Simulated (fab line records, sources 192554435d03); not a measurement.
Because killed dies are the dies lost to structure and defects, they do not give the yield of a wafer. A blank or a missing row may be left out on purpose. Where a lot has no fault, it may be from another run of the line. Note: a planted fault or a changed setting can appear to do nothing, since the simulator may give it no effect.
Matching of chambers + flow n5 finfet + 4 sister chambers for N5_GATE_CUT_ALD_22 on ald sin-04
The step deposits SiNx, target thk 16 nm, pulse time 1 s, ald cycles 320. 8 wafers are shown with their chamber, then 10 later ones without.

== EACH WAFER AND ITS CHAMBER ==
| wafer  | chamber | heater power outer w (W) | heater power w (W) |
|--------|---------|--------------------------|--------------------|
| L082.6 | 0       | 565                      | 848                |
| L083.2 | 3       | 493                      | 800                |
| L083.5 | 0       | 584                      | 837                |
| L085.1 | 2       | 551                      | 896                |
| L085.3 | 3       | 476                      | 797                |
| L085.5 | 1       | 433                      | 827                |
| L087.1 | 2       | 552                      | 878                |
| L087.4 | 1       | 438                      | 798                |

== WAFERS WHOSE CHAMBER IS MISSING ==
| wafer  | heater power outer w (W) | heater power w (W) |
|--------|--------------------------|--------------------|
| L087.5 | 536                      | 888                |
| L093.1 | 562                      | 847                |
| L093.5 | 562                      | 847                |
| L093.6 | 443                      | 828                |
| L094.2 | 566                      | 861                |
| L094.4 | 533                      | 930                |
| L094.6 | 582                      | 861                |
| L096.2 | 581                      | 862                |
| L096.4 | 435                      | 803                |
| L096.6 | 546                      | 895                |

== THE CHAMBER EACH PASSED THROUGH ==
| wafer  | from the rows above     | in truth |
|--------|-------------------------|----------|
| L087.5 | 2                       | 2        |
| L093.1 | can't be placed: 0 or 2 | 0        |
| L093.5 | can't be placed: 0 or 2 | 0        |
| L093.6 | 1                       | 1        |
| L094.2 | can't be placed: 0 or 2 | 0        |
| L094.4 | 2                       | 2        |
| L094.6 | 0                       | 0        |
| L096.2 | 0                       | 0        |
| L096.4 | 1                       | 1        |
| L096.6 | 2                       | 2        |
Correct placement for 7 of the 10. These rows do not allow placing 3 (true chamber among the candidates in 3). Placed wrongly: 0.
How it was worked out, from the rows above alone: a wafer's distance from a chamber is the root of the sum, over the readings, of the square of ((its reading less the chamber's mean) divided by the reading's scatter). If the next closest chamber is less than 2 further off than the closest, the wafer can't be placed; otherwise it belongs to the closest. The mean given for a chamber averages the wafers shown for that chamber. The scatter: the root of (the sum of the squares of (reading less its chamber's mean) over the shown wafers, divided by (wafers less chambers)).
